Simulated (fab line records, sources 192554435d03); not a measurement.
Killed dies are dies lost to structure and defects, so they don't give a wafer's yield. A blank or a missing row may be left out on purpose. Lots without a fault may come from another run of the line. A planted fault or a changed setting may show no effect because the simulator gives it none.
A struck lot beside a sound one | flow n5_finfet | 36 steps out of a route of 1938
Sound: wafers L455.1, L455.2, L455.3. Struck: wafer L471.2. (L471.6 of the same lot was not struck and is left out.) The cause comes at the end.
At each step with rows: each side's tool, then ch and its chambers, then its first start. Under that, the readings that differ: sound wafers | struck wafers | difference of the means | sigmas: that difference in standard deviations of wafers without a fault.
alike: readings whose means differ by less than 2 such deviations, and words and numbers that are the same on both sides. not compared: withheld readings, readings that some wafer has no value for, bounds like >300 that may hide the same value, and numbers for which the record gives no deviation and whose values overlap.
The two part at a step that has a row with sigmas, a row that says differs or no value, or rows on one side only. Numbers that don't overlap but have no deviation are shown without sigmas and don't part them. A reading that every wafer of one side lacks parts them only if that side has two wafers or more.

first, 9 steps without rows for these wafers: N5_SD_EPI_N_DEVELOP_08 (develop time 30 s); N5_SD_EPI_N_DESCUM_14 (chemistry O2, time 7.9 s); N5_SD_EPI_N_ETCH_34 (etches SiARC in CF4, target depth 45.5 nm, time 75.8 s); N5_SD_EPI_N_ETCH_35 (etches SOC in N2/H2, overetch 108 nm, time 486 s); N5_SD_EPI_N_STRIP_36 (strips in N2/H2); N5_SD_EPI_N_ETCHBACK_44 (etches SiNx in CH3F/O2, stops on SiO2, target depth 14.5 nm); N5_SD_EPI_N_ETCH_45 (etches SiOCN in CH3F/O2, target depth 6 nm); N5_SD_EPI_N_ETCH_16 (etches SiO2 in CHF3/O2, target depth 5 nm); N5_SD_EPI_N_STRIP_47 (strips in CHF3/O2).
N5_SD_EPI_N_SD_RECESS_17: chemistry HBr/Cl2/O2, target depth 41 nm, time 23.7 s, bt time 3 s.
  sound on rie_si-05 ch 1,2,3, day 3 20:04; struck on rie_si-05 ch 2, day 7 19:31
  reading                                 | sound            | struck | difference | sigmas
  rf_hours_counter_h (h)                  | 121 195 23       | 0      | -113       |
  model.SD_EPI_N.feature_depth_nm (nm)    | 42.8 42.8 41.6   | 47.6   | +5.2       |
  model.etch.depth_nm (nm)                | 42.81 42.8 41.68 | 47.54  | +5.11      |
  model.Si_of_WELL_APT_EPI_41.thk_nm (nm) | 6 6.8 8          | 4.4    | -2.5       |
  alike: O2_flow_sccm, drypump_motor_current_A, he_backside_leak_sccm, oes_product_au, throttle_valve_pct
then, 2 steps without rows for these wafers: N5_SD_EPI_N_STRIP_38 (strips in N2/H2); N5_SD_EPI_N_WET_ETCH_43 (etches SiO2 in dHF, time 14 s, target depth 1.5 nm).
N5_SD_EPI_N_STRIP_18: strips in SPM, time 750 s.
  sound on wet_bench-02 ch 0,2,5, day 3 20:15; struck on wet_bench-02 ch 1, day 7 19:43
  reading                                 | sound       | struck | difference | sigmas
  model.Si_of_WELL_APT_EPI_41.thk_nm (nm) | 5.8 6.4 7.6 | 4      | -3         |
then, 21 steps without rows for these wafers: N5_SD_EPI_N_SRD_20 (time 30 s); N5_SD_EPI_N_PRECLEAN_48 (cleans in NF3:NH3, afs cycles 2, time 20 s, sublimation time 60 s); N5_SD_EPI_N_VAPOR_ETCH_50 (etches Si in HCl, time 54 s); N5_SD_EPI_N_EPI_21 (deposits Si:P, time 690 s); N5_SD_EPI_N_PRECLEAN_24 (cleans in O3/DIW, time 60 s); N5_SD_EPI_N_SRD_25 (time 30 s); N5_SD_EPI_N_PRECLEAN_49 (cleans in NF3:NH3, afs cycles 1, time 20 s, sublimation time 60 s); N5_SD_EPI_N_LINER_46 (material SiNx, target thk 3 nm); N5_SD_EPI_P_COAT_34 (time 60 s, resist thk 350 nm); N5_SD_EPI_P_COAT_35 (time 60 s, resist thk 35 nm); N5_SD_EPI_P_COAT_03 (resist thk 150 nm); N5_SD_EPI_P_EBR_05; N5_SD_EPI_P_SOFTBAKE_04 (time 60 s); N5_SD_EPI_P_EXPOSE_06 (exposes mask SD P BLK, target cd 240 nm); N5_SD_EPI_P_PEB_07 (peb time 60 s); N5_SD_EPI_P_DEVELOP_08 (develop time 30 s); N5_SD_EPI_P_DESCUM_14 (chemistry O2, time 7.9 s); N5_SD_EPI_P_ETCH_36 (etches SiARC in CF4, target depth 45.5 nm, time 75.8 s); N5_SD_EPI_P_ETCH_37 (etches SOC in N2/H2, overetch 108 nm, time 486 s); N5_SD_EPI_P_STRIP_38 (strips in N2/H2); N5_SD_EPI_P_ETCHBACK_46 (etches SiNx in CH3F/O2, stops on SiO2, target depth 17.5 nm).
-- the record jumps here: 5 days lie between the struck wafers' starts before and after (it left off in module SD_EPI_P and takes up again in module BEOL_M4, whose first step shown is number 1111 of the route) --
N5_BEOL_M4_RC_MEAS_101:
  sound on prober-01 ch 0, day 8 14:11; struck on prober-01 ch 0, day 12 09:49
  reading            | sound          | struck | difference | sigmas
  CJ_N               | 4.53 4.54 4.46 | 4.90   | +0.39      | +3
  DIBL_N (mV/V)      | 34.6 36.5 35.2 | 39.6   | +4.2       | +2
  IOFF_N (nA/um)     | 0.14 0.17 0.15 | 0.32   | +0.17      | +4
  IOFF_N_85C (nA/um) | 2.8 3.3 3.0    | 5.5    | +2.5       | +4
  ION_N (uA/um)      | 665 683 673    | 717    | +43        | +3
  SS_N (mV/dec)      | 72.2 71.4 72.1 | 74.9   | +3.0       | +4
  alike: DIBL_P, IOFF_P, ION_P, SS_P, VT_N, VT_P
-- the record jumps here: 4 days lie between the struck wafers' starts before and after (it left off in module BEOL_M4 and takes up again in module PASSIVATION, whose first step shown is number 1936 of the route) --
N5_PASSIVATION_PROBE_49:
  sound on prober-02, day 12 14:28; struck on prober-01, day 16 19:13
  reading                | sound  | struck | difference | sigmas
  killed_at_contacts     | 6 10 7 | 21     | +13        | +3
  sort_bin_4_leakage (%) | 0 0 0  | 0.59   | +0.59      |
  alike: defect_limited_yield, killed_at_M0_to_M3, killed_at_M4_up, killed_at_front_end, killed_at_other, killed_dies, killed_open, killed_short, sort_bin_5_function, sort_bin_6_memory, sort_n_pass, sort_yield_pct

WHERE THEY PART
First at N5_BEOL_M4_RC_MEAS_101; last, within this record, at N5_PASSIVATION_PROBE_49.

WHY: what the simulator had put in
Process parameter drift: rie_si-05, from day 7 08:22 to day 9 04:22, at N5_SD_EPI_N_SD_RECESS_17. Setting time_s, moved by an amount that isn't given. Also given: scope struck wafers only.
